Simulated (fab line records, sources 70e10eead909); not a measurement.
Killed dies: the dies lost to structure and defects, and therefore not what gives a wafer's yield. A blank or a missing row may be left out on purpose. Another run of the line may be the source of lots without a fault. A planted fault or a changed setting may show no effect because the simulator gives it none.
fab line records	flow nandHarc
record lots=12	wafers=34	lastDay=34
route steps=1302 shown A_CHANNEL_HOLE_D2@598 A_CHANNEL_FILL_D2@619
lots that met no fault: taken from a fault-free run of the same line
startH: hours from the record's first day to the start of the lot's first wafer shown	waitH: hours since the lot's step before	" unchanged from the row above	L1.1+2: a row that stands for several wafers	- no value, or no start was given	* or withheld: withheld	< > ~ a bound
route shown NAME@n: NAME is a module with steps in the file, n the number in the route of the first one	usual: mean/standard deviation taken from wafers without a fault	same: alike in all rows	chamber/n: place in a boat	sites: the reading at each site	_std_site: the values' standard deviation	_edge_site: inner sites' mean taken away from outer sites' mean	radiusMm: how far each site lies from the wafer's centre	mask NAME#n: copy n	behind: the last tool/chamber to shape the wafer	hold: cause of the lot's hold/its duration in hours/its outcome	device: which transistor (n, p or np) failed to switch	end of line: tests of these same wafers at the route's end	a step given without rows: its recipe and nothing more	killed: dies that structure and defects cost at the first sort, which is not the same as the wafer's yield	map: the dies of a wafer, with x for killed, . for not killed, _ for no die there
set.NAME: the run value of the setting; set.NAME@STEP: its run value at that earlier step	model.NAME: the simulator's own value behind a step, which no gauge read
the route's steps for a sample of lots (tables are steps, rows are wafers)
services: the hour from which a tool's chamber was out of use, counted from the record's first day as startH (under 0 if before that day), plus the number of hours and why
## steps
# step NHARC_A_CHANNEL_HOLE_D2_ETCH_26
# recipe biasV=300	sourceW=2000	pressureMtorr=30	timeS=224.1	arFlowSccm=375	c4f8FlowSccm=11.4	o2FlowSccm=113.6	tempC=-20	targetDepthA=3000	chemistry=C4F8/O2/Ar
# usual drypumpMotorCurrentA=5.5/0.61	showerheadPlenumPTorr=3.67/0.082	throttleValvePct=24.583/0.0089
lot.wafer	tool	chamber	startH	waitH	drypumpMotorCurrentA	rfHoursCounterH	showerheadPlenumPTorr	throttleValvePct
L548.2	harEtch-02	0	312.08	0.7	6.4	352	3.78	24.578
L548.4	"	0	"	"	6.4	-	3.78	24.568
L548.3	"	1	"	"	4.9	-	3.78	24.585
L547.4	harEtch-01	0	323.88	0.4	5.9	-	3.64	24.579
L547.5	"	1	"	"	4.9	-	3.62	24.578
L547.6	"	0	"	"	5.9	-	3.64	24.578
L550.1	harEtch-02	1	324.29	0.6	4.9	363	3.78	24.592
L550.5	"	0	"	"	6.4	-	3.78	24.590
L550.6	"	1	"	"	4.9	-	3.78	24.582
L551.1	harEtch-01	0	339.70	0.6	5.9	179	3.63	24.578
L551.4	"	0	"	"	5.9	-	3.63	24.585
L551.6	"	1	"	"	5.0	-	3.61	24.591
L556.2	harEtch-01	0	386.98	0.6	5.9	210	3.62	24.565
L556.5	"	1	"	"	5.0	-	3.60	24.584
L556.6	"	0	"	"	5.9	-	3.62	24.579
L557.1	harEtch-02	1	410.95	0.7	4.9	15	3.75	24.588
L557.2	"	0	"	"	6.4	15	3.75	24.580
L557.5	"	1	"	"	4.9	-	3.75	24.575
L561.1	harEtch-02	1	447.47	0.6	4.9	30	3.74	24.582
L561.3	"	0	"	"	6.4	-	3.74	24.594
L560.2	harEtch-01	0	448.46	0.6	5.9	248	3.60	24.575
L560.6	"	1	"	"	5.0	-	3.57	24.601
L560.5	"	0	"	"	5.9	-	3.60	24.586
L563.1	harEtch-02	0	455.21	0.6	6.4	34	3.74	24.585
L563.4	"	1	"	"	4.9	-	3.74	24.580
L568.4	harEtch-01	0	508.81	0.4	5.9	-	3.58	24.571
L568.6	"	1	"	"	5.0	-	3.56	24.571
L568.5	"	0	"	"	5.9	-	3.58	24.579
L570.1	harEtch-01	1	525.24	0.6	4.9	294	3.55	24.584
L570.4	"	0	"	"	5.9	-	3.57	24.585
L570.6	"	0	"	"	5.9	-	3.57	24.576
L569.3	harEtch-01	1	529.43	0.5	4.9	-	3.55	24.566
L569.4	"	0	"	"	5.9	-	3.57	24.571
L569.6	"	0	"	"	5.9	-	3.57	24.592
# step NHARC_A_CHANNEL_HOLE_D2_ETCH_27
# recipe biasV=400	sourceW=2000	pressureMtorr=25	timeS=90	arFlowSccm=375	c4f8FlowSccm=41.7	o2FlowSccm=83.3	tempC=-20	targetDepthA=4000	chemistry=C4F8/O2/Ar
# usual drypumpMotorCurrentA=5.5/0.61	showerheadPlenumPTorr=3.66/0.081	throttleValvePct=27.619/0.0091
lot.wafer	tool	chamber	startH	waitH	drypumpMotorCurrentA	rfHoursCounterH	showerheadPlenumPTorr	throttleValvePct
L548.2	harEtch-02	0	312.28	0.2	6.4	352	3.78	27.609
L548.4	"	0	"	"	6.3	-	3.78	27.614
L548.3	"	1	"	"	4.9	-	3.77	27.634
L547.4	harEtch-01	0	324.08	0.2	5.9	-	3.64	27.620
L547.5	"	1	"	"	4.9	-	3.62	27.619
L547.6	"	0	"	"	5.9	-	3.64	27.623
L550.1	harEtch-02	1	324.49	0.2	4.9	364	3.77	27.624
L550.5	"	0	"	"	6.3	-	3.77	27.611
L550.6	"	1	"	"	4.9	-	3.77	27.608
L551.1	harEtch-01	0	339.89	0.2	5.9	179	3.63	27.628
L551.4	"	0	"	"	5.9	-	3.63	27.614
L551.6	"	1	"	"	4.9	-	3.61	27.615
L556.2	harEtch-01	0	387.18	0.2	5.9	210	3.61	27.636
L556.5	"	1	"	"	4.9	-	3.59	27.614
L556.6	"	0	"	"	5.9	-	3.61	27.602
L557.1	harEtch-02	1	411.15	0.2	4.9	15	3.74	27.627
L557.2	"	0	"	"	6.3	15	3.74	27.627
L557.5	"	1	"	"	4.9	-	3.74	27.625
L561.1	harEtch-02	1	447.67	0.2	4.9	30	3.73	27.609
L561.3	"	0	"	"	6.3	-	3.74	27.623
L560.2	harEtch-01	0	448.66	0.2	5.9	248	3.59	27.622
L560.6	"	1	"	"	5.0	-	3.57	27.630
L560.5	"	0	"	"	5.9	-	3.59	27.630
L563.1	harEtch-02	0	455.41	0.2	6.3	34	3.73	27.609
L563.4	"	1	"	"	4.9	-	3.73	27.614
L568.4	harEtch-01	0	509.00	0.2	5.9	-	3.57	27.607
L568.6	"	1	"	"	5.0	-	3.55	27.624
L568.5	"	0	"	"	5.9	-	3.57	27.630
L570.1	harEtch-01	1	525.44	0.2	5.0	294	3.55	27.629
L570.4	"	0	"	"	5.9	-	3.57	27.624
L570.6	"	0	"	"	5.9	-	3.57	27.613
L569.3	harEtch-01	1	529.62	0.2	5.0	-	3.54	27.620
L569.4	"	0	"	"	5.9	-	3.56	27.607
L569.6	"	0	"	"	5.9	-	3.57	27.620
# step NHARC_A_CHANNEL_HOLE_D2_ETCH_44
# recipe targetDepthA=1400	overetchA=140	timeS=77	ionEnergyEv=100	cf4FlowSccm=80	o2FlowSccm=20	arFlowSccm=0	rfW=300	biasW=100	chemistry=CF4/O2
# usual drypumpMotorCurrentA=5.9/0.67	oesProductAu=0.998/0.012	rfVppV=197.9/1.4	showerheadPlenumPTorr=1.34/0.052	throttleValvePct=13.398/0.0086
lot.wafer	tool	chamber	startH	waitH	drypumpMotorCurrentA	oesProductAu	rfHoursCounterH	rfVppV	showerheadPlenumPTorr	throttleValvePct
L548.3	rieDiel-10	3	313.03	0.1	5.1	0.979	1.5	198.8	1.30	13.402
L548.2	"	0	"	"	6.1	0.986	3.1	198.4	1.34	13.391
L548.4	"	1	"	"	6.5	0.993	3.0	198.2	1.39	13.382
L547.4	rieDiel-01	1	324.74	0.1	6.7	0.998	7.9	195.7	1.27	13.402
L547.5	"	3	"	"	4.8	0.996	-	198.6	1.35	13.405
L547.6	"	0	"	"	6.1	1.009	-	196.0	1.25	13.387
L550.1	rieDiel-10	0	325.23	0.1	6.1	0.986	3.5	197.8	1.34	13.395
L550.5	"	3	"	"	5.1	0.987	-	197.3	1.30	13.405
L550.6	"	0	"	"	6.1	0.981	-	198.1	1.34	13.391
L551.4	rieDiel-10	2	340.61	0.1	6.7	1.011	4.4	201.7	1.42	13.416
L551.1	"	1	"	"	6.5	1.008	4.6	199.6	1.39	13.392
L551.6	"	3	"	"	5.1	0.980	-	196.4	1.30	13.392
L556.2	rieDiel-10	1	387.91	0.1	6.4	1.017	7.1	198.7	1.39	13.401
L556.5	"	3	"	"	5.1	0.988	-	197.4	1.30	13.402
L556.6	"	0	"	"	6.1	0.981	-	197.4	1.34	13.394
L557.2	rieDiel-07	0	411.90	0.0	4.9	1.009	6.5	196.5	1.31	13.389
L557.1	"	2	"	"	6.1	1.005	7.4	197.8	1.35	13.397
L557.5	"	0	"	"	4.9	1.007	-	195.7	1.31	13.386
L561.3	rieDiel-01	0	448.40	0.1	6.1	1.015	2.1	195.8	1.25	13.403
L561.1	"	2	"	"	5.5	0.996	2.6	195.7	1.30	13.404
L560.2	rieDiel-10	2	449.40	0.1	6.6	1.002	1.1	198.0	1.42	13.393
L560.6	"	3	"	"	5.1	0.993	-	197.2	1.30	13.402
L560.5	"	0	"	"	6.1	0.997	-	198.3	1.34	13.407
L563.4	rieDiel-01	2	456.12	0.1	5.5	0.986	3.2	197.8	1.30	13.395
L563.1	"	0	"	"	6.1	1.011	2.9	195.0	1.25	13.389
L568.4	rieDiel-07	0	509.72	0.1	4.8	1.011	-	198.0	1.31	13.390
L568.5	"	1	"	"	6.5	0.989	-	197.7	1.32	13.414
L568.6	"	2	"	"	6.1	1.005	-	197.7	1.35	13.390
L570.4	rieDiel-10	3	526.61	0.5	5.1	0.982	7.1	197.2	1.30	13.388
L570.1	"	1	"	"	6.5	1.021	4.1	197.7	1.39	13.418
L570.6	"	0	"	"	6.1	0.998	-	199.1	1.34	13.395
L569.4	rieDiel-01	3	530.30	0.0	4.8	0.994	8.2	197.5	1.35	13.398
L569.3	"	1	"	"	6.7	0.992	6.9	195.2	1.26	13.406
L569.6	"	3	"	"	4.8	1.004	-	199.3	1.35	13.403
# step NHARC_A_CHANNEL_FILL_D2_ETCHBACK_19
# recipe targetDepthA=50	timeS=1.7	hbrFlowSccm=150	cl2FlowSccm=50	rfW=400	icpW=400	biasW=100	chemistry=HBr/Cl2
# usual drypumpMotorCurrentA=5.5/0.45	mfcCl2Sccm=50.01/0.16	oesProductAu=1.002/0.0082	throttleValvePct=26.406/0.0092
lot.wafer	tool	chamber	startH	waitH	drypumpMotorCurrentA	mfcCl2Sccm	oesProductAu	rfHoursCounterH	throttleValvePct
L548.2	rieSi-03	3	338.24	0.4	5.7	50.14	1.005	0.69	26.404
L548.4	"	0	"	"	5.1	49.83	1.005	0.49	26.398
L548.3	"	1	"	"	6.0	49.76	1.006	0.78	26.404
L547.4	rieSi-02	0	349.82	0.4	5.8	49.75	0.997	0.38	26.408
L547.6	"	3	"	"	4.7	49.86	1.001	-	26.394
L547.5	"	0	"	"	5.7	49.92	0.990	-	26.421
L550.1	rieSi-03	3	349.84	0.4	5.7	49.99	1.002	0.83	26.407
L550.6	"	0	"	"	5.0	50.05	1.011	-	26.393
L550.5	"	1	"	"	6.0	49.88	1.006	-	26.404
L551.4	rieSi-02	0	365.91	0.4	5.8	50.25	1.013	0.57	26.389
L551.1	"	1	"	"	6.0	49.98	1.003	0.61	26.394
L551.6	"	2	"	"	5.3	50.06	1.007	-	26.400
L556.2	rieSi-02	1	417.00	0.4	6.0	50.11	1.001	0.92	26.382
L556.5	"	3	"	"	4.7	50.15	0.997	-	26.416
L556.6	"	0	"	"	5.8	50.19	0.996	-	26.387
L557.1	rieSi-02	0	437.37	0.4	5.7	50.06	0.920	0.96	26.416
L557.2	"	2	"	"	5.3	49.98	0.994	1.07	26.412
L557.5	"	0	"	"	5.7	49.98	0.911	-	26.409
L560.2	rieSi-03	1	473.38	0.4	6.0	49.77	1.009	0.45	26.405
L560.6	"	0	"	"	5.0	49.77	1.010	-	26.405
L560.5	"	1	"	"	6.0	49.98	1.014	-	26.404
L561.1	rieSi-02	3	473.38	0.4	4.8	50.12	0.921	0.04	26.411
L561.3	"	1	"	"	6.0	49.98	1.001	0.08	26.391
L563.4	rieSi-02	2	481.36	0.4	5.3	50.05	1.012	0.07	26.401
L563.1	"	3	"	"	4.7	50.06	0.907	0.07	26.396
L568.4	rieSi-03	2	535.07	0.4	6.0	50.11	1.008	0.91	26.412
L568.5	"	2	"	"	6.0	50.29	1.008	-	26.388
L568.6	"	3	"	"	5.7	50.06	1.000	-	26.406
L570.1	rieSi-02	1	552.56	0.4	6.0	50.14	0.999	0.51	26.407
L570.4	"	3	"	"	4.8	49.86	1.003	0.48	26.414
L570.6	"	0	"	"	5.7	50.17	1.002	-	26.410
L569.3	rieSi-02	3	555.54	0.4	4.7	50.30	0.998	0.49	26.410
L569.4	"	1	"	"	6.0	50.18	0.996	0.54	26.397
L569.6	"	3	"	"	4.8	50.04	1.005	-	26.417
## services
tool	chamber	startH	hours	kind
rieDiel-07	-	289.72	0.4	repair
rieDiel-07	-	294.26	9.0	pm
rieDiel-01	0	312.79	3.5	repair
rieSi-03	-	350.70	0.8	repair
rieDiel-07	2	360.41	1.5	repair
rieDiel-10	1	372.99	1.4	repair
rieDiel-01	1	376.80	7.6	repair
harEtch-02	-	377.00	17.0	pm
harEtch-02	0	377.00	17.0	ventCycle
harEtch-02	1	377.00	17.0	ventCycle
rieDiel-01	-	381.55	9.0	pm
rieSi-03	-	398.20	9.0	pm
rieDiel-01	2	416.26	1.5	repair
rieDiel-10	-	419.61	9.0	pm
rieDiel-10	1	434.19	31.9	repair
rieSi-02	-	454.00	9.0	pm
rieDiel-10	-	464.13	0.2	repair
rieDiel-07	-	471.26	9.0	pm
rieDiel-07	3	500.75	17.1	repair
rieDiel-07	2	510.38	2.4	repair
harEtch-01	-	518.55	0.8	repair
rieDiel-07	2	523.33	29.0	repair
rieDiel-10	0	527.93	12.1	repair
rieSi-02	-	551.17	0.7	repair
## key
firstSign step=NHARC_A_CHANNEL_FILL_D2_ETCHBACK_19	reading=oesProductAu	direction=down	sigmas=11	usual=1.002	struck=0.915
effect none on later readings
metAt NHARC_A_CHANNEL_FILL_D2_ETCHBACK_19
struckLots L557,L561,L563
struckWafers L557.1,L557.5,L561.1,L563.1
testerLeftOut L557,L561,L563
notActingAt NHARC_A_CHANNEL_HOLE_D2_ETCH_26,NHARC_A_CHANNEL_HOLE_D2_ETCH_27,NHARC_A_CHANNEL_HOLE_D2_ETCH_44
onsetBetween 417.00 437.37
fault kind=processParameterDrift	tool=rieSi-02	chamber=-	onsetH=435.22	steps=NHARC_A_CHANNEL_FILL_D2_ETCHBACK_19	channel=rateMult	offset=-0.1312	shape=step	endH=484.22	scope=struckWafersOnly
# testerLeftOut: of these lots the tester's yield and bins aren't shown, on N5 and GAA mostly nor the transistor test; their killed dies are dies lost to structure and defects alone, not to doping, threshold or leakage, so they don't give the yield
